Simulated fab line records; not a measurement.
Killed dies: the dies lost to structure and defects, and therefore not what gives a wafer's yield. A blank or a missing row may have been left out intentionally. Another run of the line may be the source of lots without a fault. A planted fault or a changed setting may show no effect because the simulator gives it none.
fab line records	flow nand-harc
record: lots: 14	wafers: 42	last-day: 26
route steps=1159 shown A_STAIRCASE@705 END@1159
lots untouched by any fault: they come from a run of this same line in which no faults occurred
start-h: start of the lot's first displayed wafer, in hours after the record's first day	wait-h: how many hours have passed since the lot's step before this one	" repeats the value in the row above	L1.1+2: one row covering several wafers at once	- no value present, or no start provided	* or withheld: withheld	< > ~ a bound
route shown NAME@n: names a module that has steps shown in the file, with the first one's number in the route	usual: mean/standard deviation of fault-free wafers	same: alike in all rows	chamber/n: place in a boat	sites: readings site by site	_std_site: standard deviation of those values	_edge_site: mean of outer sites minus mean of inner sites	radius-mm: how far each site lies from the wafer's centre	mask NAME#n: copy n	behind: the tool/chamber that last shaped the wafer	hold: what put the lot on hold/how long, in hours/how the hold closed	device: transistor that didn't switch, given as n, p or np	end of line: tests of these same wafers at the route's end	step lacking rows: just its recipe	killed: count of dies lost to structure and defects at first sort (not the wafer's yield)	map: the dies of a wafer, with x for killed, . for not killed, _ for no die there
set.NAME: the setting the step ran with; set.NAME@STEP: the setting that earlier step ran with	model.NAME: the simulator's own value behind a step, which no gauge read
route steps across a sampled set of lots; one table per step, one row per wafer
services: a tool's chamber out of use, with start hour (start-h, from the record's first day; less than 0 if before it), hours out, and reason
== steps ==
step: NHARC_A_STAIRCASE_ALD_420
recipe: target-thk-a: 200	pulse-time-s: 6	ald-cycles: 200	temp-c: 300	material: SiO2
usual: heater-power-w: 478/50	precursor-pulse-height-rel: 1.000/0.019
lot.wafer	tool	chamber	start-h	wait-h	heater-power-w	precursor-pulse-height-rel
L117.1	ald-hk-01	2	269.24	-	433	1.020
L117.3	"	0	"	"	495	1.006
L117.6	"	1	"	"	433	0.990
L119.3	ald-hk-02	0	277.82	-	481	1.011
L119.1	"	1	"	"	513	0.947
L119.6	"	0	"	"	505	1.027
L118.4	ald-hk-04	3	278.74	-	499	1.035
L118.3	"	1	"	"	501	1.013
L118.5	"	0	"	"	389	0.977
L122.3	ald-hk-02	3	293.88	-	394	0.999
L122.4	"	1	"	"	500	0.979
L122.2	"	2	"	"	478	1.009
L123.4	ald-hk-04	3	321.94	-	491	1.043
L123.1	"	0	"	"	402	1.009
L123.5	"	0	"	"	386	1.004
L124.4	ald-hk-02	3	331.33	-	389	1.002
L124.5	"	3	"	"	387	0.997
L124.6	"	0	"	"	504	0.993
L129.4	ald-hk-02	0	345.17	-	518	0.996
L129.2	"	2	"	"	488	1.025
L129.3	"	3	"	"	388	1.005
L130.1	ald-hk-02	2	346.11	-	481	1.004
L130.3	"	0	"	"	499	0.998
L130.5	"	2	"	"	482	1.045
L128.3	ald-hk-04	2	346.58	-	551	1.005
L128.4	"	1	"	"	505	0.990
L128.6	"	3	"	"	517	1.008
L133.3	ald-hk-02	1	361.25	-	508	1.029
L133.1	"	3	"	"	392	0.997
L133.6	"	2	"	"	486	0.983
L135.3	ald-hk-02	0	388.78	-	501	0.984
L135.2	"	1	"	"	518	0.979
L135.5	"	1	"	"	511	0.996
L138.2	ald-hk-04	1	388.79	-	508	0.970
L138.4	"	2	"	"	533	0.998
L138.1	"	3	"	"	482	1.001
L136.4	ald-hk-02	0	393.78	-	500	1.009
L136.6	"	1	"	"	503	1.000
L136.5	"	2	"	"	483	0.984
L139.3	ald-hk-01	3	401.26	-	542	1.022
L139.6	"	1	"	"	449	0.998
L139.5	"	2	"	"	441	0.960
step: NHARC_A_STAIRCASE_EXPOSE_438
recipe: na: 0.5	dose-mj: 28.97	mask-id: STAIR_REV
usual: exposure-dose-mJ-cm2: 28.969/0.029
lot.wafer	tool	chamber	start-h	wait-h	mask	exposure-dose-mJ-cm2
L117.1	krf-scanner-04	0	304.11	-	STAIR_REV#0	28.920
L117.3	"	0	"	"	STAIR_REV#0	28.942
L117.6	"	0	"	"	STAIR_REV#0	28.914
L118.3	krf-scanner-01	0	308.55	-	STAIR_REV#0	28.944
L118.4	"	0	"	"	STAIR_REV#0	28.963
L118.5	"	0	"	"	STAIR_REV#0	28.969
L119.1	krf-scanner-04	0	308.70	-	STAIR_REV#0	29.036
L119.3	"	0	"	"	STAIR_REV#0	29.012
L119.6	"	0	"	"	STAIR_REV#0	28.957
L122.2	krf-scanner-03	0	326.21	-	STAIR_REV#0	29.018
L122.3	"	0	"	"	STAIR_REV#0	28.991
L122.4	"	0	"	"	STAIR_REV#0	29.014
L123.1	krf-scanner-04	0	357.87	-	STAIR_REV#0	28.930
L123.4	"	0	"	"	STAIR_REV#0	28.990
L123.5	"	0	"	"	STAIR_REV#0	28.962
L124.4	krf-scanner-03	0	366.97	-	STAIR_REV#0	28.980
L124.5	"	0	"	"	STAIR_REV#0	28.934
L124.6	"	0	"	"	STAIR_REV#0	28.992
L128.3	krf-scanner-03	0	375.77	-	STAIR_REV#0	42.679
L128.4	"	0	"	"	STAIR_REV#0	42.675
L128.6	"	0	"	"	STAIR_REV#0	42.680
L129.2	krf-scanner-03	0	375.80	-	STAIR_REV#0	42.679
L129.3	"	0	"	"	STAIR_REV#0	42.623
L129.4	"	0	"	"	STAIR_REV#0	42.683
L130.1	krf-scanner-04	0	375.95	-	STAIR_REV#0	28.907
L130.3	"	0	"	"	STAIR_REV#0	28.986
L130.5	"	0	"	"	STAIR_REV#0	28.976
L133.1	krf-scanner-03	0	397.40	-	STAIR_REV#0	42.627
L133.3	"	0	"	"	STAIR_REV#0	42.660
L133.6	"	0	"	"	STAIR_REV#0	42.651
L135.2	krf-scanner-03	0	426.88	-	STAIR_REV#0	42.676
L135.3	"	0	"	"	STAIR_REV#0	42.649
L135.5	"	0	"	"	STAIR_REV#0	42.672
L138.1	krf-scanner-01	0	427.04	-	STAIR_REV#0	28.964
L138.2	"	0	"	"	STAIR_REV#0	28.964
L138.4	"	0	"	"	STAIR_REV#0	29.010
L136.4	krf-scanner-01	0	437.69	-	STAIR_REV#0	28.997
L136.5	"	0	"	"	STAIR_REV#0	28.927
L136.6	"	0	"	"	STAIR_REV#0	28.948
L139.3	krf-scanner-01	0	445.97	-	STAIR_REV#0	28.942
L139.5	"	0	"	"	STAIR_REV#0	28.988
L139.6	"	0	"	"	STAIR_REV#0	28.926
step: NHARC_A_STAIRCASE_ETCH_444
recipe: target-depth-a: 1.02e+05	time-s: 3400	c4f8-flow-sccm: 20	o2-flow-sccm: 10	ar-flow-sccm: withheld	rf-w: 600	bias-w: 1000	chemistry: C4F8/O2
usual: oes-product-au: 0.939/0.018	rf-vpp-V: 808/4.1
lot.wafer	tool	chamber	start-h	wait-h	oes-product-au	rf-hours-counter-h	rf-vpp-V
L117.3	rie-diel-11	1	304.91	0.4	0.931	38	813
L117.1	"	2	"	"	0.950	39	799
L117.6	"	1	"	"	0.931	-	812
L118.4	rie-diel-12	0	309.24	0.3	0.933	37	806
L118.3	"	2	"	"	0.918	31	812
L118.5	"	3	"	"	0.925	-	809
L119.1	rie-diel-07	0	309.31	0.2	0.920	26	803
L119.3	"	2	"	"	0.929	24	813
L119.6	"	0	"	"	0.922	-	804
L122.4	rie-diel-11	2	327.04	0.4	0.944	51	799
L122.3	"	3	"	"	0.929	47	809
L122.2	"	0	"	"	0.923	51	808
L123.1	rie-diel-12	0	358.34	0.1	0.949	53	806
L123.4	"	1	"	"	0.930	52	810
L123.5	"	0	"	"	0.935	-	806
L124.4	rie-diel-12	2	368.34	1.0	0.914	51	813
L124.5	"	3	"	"	0.928	-	809
L124.6	"	0	"	"	0.937	-	806
L128.3	rie-diel-11	0	376.26	0.1	0.950	0	809
L128.4	"	3	"	"	0.952	0	810
L128.6	"	1	"	"	0.941	-	813
L130.3	rie-diel-12	2	376.65	0.3	0.925	55	813
L130.1	"	3	"	"	0.938	58	811
L130.5	"	2	"	"	0.919	-	812
L129.2	rie-diel-07	1	384.89	0.8	0.934	55	803
L129.3	"	2	"	"	0.944	49	811
L129.4	"	2	"	"	0.934	-	813
L133.1	rie-diel-11	0	397.86	0.1	0.988	12	807
L133.3	"	1	"	"	0.964	13	811
L133.6	"	0	"	"	0.987	-	807
L138.1	rie-diel-12	2	427.51	0.1	0.932	9	813
L138.4	"	3	"	"	0.946	17	809
L138.2	"	0	"	"	0.976	16	806
L135.3	rie-diel-11	3	427.63	0.3	0.939	22	811
L135.2	"	1	"	"	0.911	25	811
L135.5	"	3	"	"	0.937	-	810
L136.4	rie-diel-12	1	438.14	0.1	0.944	23	809
L136.5	"	1	"	"	0.941	-	811
L136.6	"	2	"	"	0.924	-	812
L139.3	rie-diel-12	1	446.66	0.3	0.949	27	809
L139.6	"	0	"	"	0.940	-	805
L139.5	"	1	"	"	0.946	-	810
step: NHARC_A_STAIRCASE_CMP_450
recipe: target-thk-nm: 200	material: SiO2
usual: motor-current-A: 11.8/1
lot.wafer	tool	chamber	start-h	wait-h	motor-current-A
L117.1	cmp-03	0	308.15	-	12.8
L117.3	"	2	"	"	14.5
L117.6	"	0	"	"	11.9
L118.3	cmp-04	2	312.07	-	13.1
L118.4	"	3	"	"	10.8
L118.5	"	3	"	"	10.7
L119.3	cmp-02	1	312.38	-	12.0
L119.1	"	0	"	"	11.0
L119.6	"	2	"	"	10.4
L122.2	cmp-04	0	329.85	-	11.8
L122.4	"	1	"	"	12.7
L122.3	"	2	"	"	13.1
L123.4	cmp-03	0	361.73	-	12.0
L123.1	"	1	"	"	11.4
L123.5	"	1	"	"	11.0
L124.4	cmp-02	2	370.69	-	10.9
L124.5	"	2	"	"	10.9
L124.6	"	3	"	"	11.2
L128.4	cmp-03	2	379.31	-	13.1
L128.3	"	1	"	"	11.3
L128.6	"	2	"	"	13.6
L130.3	cmp-02	1	379.46	-	11.4
L130.1	"	3	"	"	11.1
L130.5	"	0	"	"	11.3
L129.3	cmp-04	1	388.44	-	13.0
L129.4	"	2	"	"	13.6
L129.2	"	0	"	"	12.0
L133.1	cmp-03	2	400.94	-	13.9
L133.3	"	3	"	"	11.5
L133.6	"	2	"	"	13.7
L135.2	cmp-03	1	430.46	-	11.5
L135.3	"	2	"	"	13.9
L135.5	"	1	"	"	11.1
L138.2	cmp-02	1	430.75	-	12.7
L138.4	"	2	"	"	11.5
L138.1	"	0	"	"	11.3
L136.4	cmp-02	3	441.26	-	11.0
L136.6	"	2	"	"	10.6
L136.5	"	3	"	"	10.4
L139.3	cmp-03	0	449.52	-	12.2
L139.6	"	2	"	"	13.4
L139.5	"	3	"	"	11.2
step: NHARC_END_SORT_01
recipe: temp-c: 25
usual: killed-at-array: 27/12	killed-at-other: 0.9/1.1	killed-at-periphery: 3.2/2.4	killed-dies: 31/12	killed-open: 3.3/1.7	killed-short: 2.0/1.6
same: gross-dies: 677
lot.wafer	tool	chamber	start-h	wait-h	killed-at-array	killed-at-other	killed-at-periphery	killed-dies	killed-open	killed-short
L128.3	prober-02	0	580.63	3.1	41	0	1	42	1	4
L128.4	prober-02	0	581.44	3.4	41	1	5	47	5	2
L128.6	prober-02	0	583.05	4.0	47	3	4	54	5	2
killed by level:class
L128.3 A_CHANNEL_HOLE_D1:chamber-film-flake=17 A_SLIT:chamber-film-flake=14 A_CONTACT:chamber-film-flake=2 A_ONON_D1:geometric-particle:short=1 A_SGD_CUT:geometric-particle:short=1 A_WL_FILL:geometric-particle:open=1 A_WL_FILL:geometric-particle:short=1 A_CONTACT:geometric-particle:short=1
L128.4 A_CHANNEL_HOLE_D1:chamber-film-flake=18 A_SLIT:chamber-film-flake=13 A_CONTACT:geometric-particle:open=2 A_CHANNEL_FILL_D1:chamber-film-flake=2 A_CONTACT:chamber-film-flake=2 P_GATE:geometric-particle:open=1 A_ONON_D1:geometric-particle:open=1 A_ONON_D1:geometric-particle:short=1
L128.6 A_CHANNEL_HOLE_D1:chamber-film-flake=18 A_SLIT:chamber-film-flake=16 A_STAIRCASE:chamber-film-flake=5 A_CONTACT:chamber-film-flake=3 A_M1:geometric-particle:open=2 P_M2:chamber-film-flake=2 P_M0:geometric-particle:open=1 A_CHANNEL_FILL_D1:geometric-particle:open=1
== services ==
tool	chamber	start-h	hours	kind
krf-scanner-04	-	252.14	1.0	repair
cmp-03	-	254.12	4.0	pm
krf-scanner-01	-	256.00	4.0	pm
rie-diel-12	3	258.47	5.0	repair
cmp-02	-	264.09	1.1	repair
ald-hk-02	-	265.17	0.5	repair
ald-hk-02	-	280.07	10.0	pm
cmp-02	-	282.69	0.2	repair
cmp-03	-	286.97	0.2	repair
rie-diel-11	3	302.78	6.8	repair
cmp-02	-	324.50	4.0	pm
krf-scanner-03	-	340.01	4.0	pm
cmp-03	-	352.12	4.0	pm
rie-diel-11	0	353.65	4.1	repair
rie-diel-11	-	366.67	9.0	pm
cmp-03	-	372.88	0.6	repair
rie-diel-12	-	379.45	9.0	pm
cmp-03	-	381.91	1.6	repair
cmp-02	-	394.32	3.2	repair
cmp-03	-	395.64	0.3	repair
rie-diel-12	0	404.99	3.0	repair
rie-diel-12	2	406.89	20.2	repair
cmp-02	-	422.50	4.0	pm
krf-scanner-03	-	432.30	0.8	repair
== key ==
first-sign: step: NHARC_A_STAIRCASE_EXPOSE_438	reading: exposure-dose-mJ-cm2	direction: up	sigmas: 99+	usual: 28.969	struck: 42.663
effect none on later readings
met-at NHARC_A_STAIRCASE_EXPOSE_438
struck-lots L128,L129,L133,L135
tester-left-out L128,L129,L133,L135
not-acting-at NHARC_A_STAIRCASE_ALD_420,NHARC_A_STAIRCASE_ETCH_444,NHARC_A_STAIRCASE_CMP_450
onset-between 366.97 375.77
fault: kind: process-parameter-drift	tool: krf-scanner-03	chamber: -	onset-h: 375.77	steps: NHARC_A_STAIRCASE_EXPOSE_438	channel: dose-mj	offset: 13.705	shape: step	acts-in: these-recipes-only	stated: 28.97
tester-left-out: of these lots the tester's yield and bins aren't shown, on N5 and GAA mostly nor the transistor test; their killed dies are dies lost to structure and defects alone, not to doping, threshold or leakage, so they don't give the yield
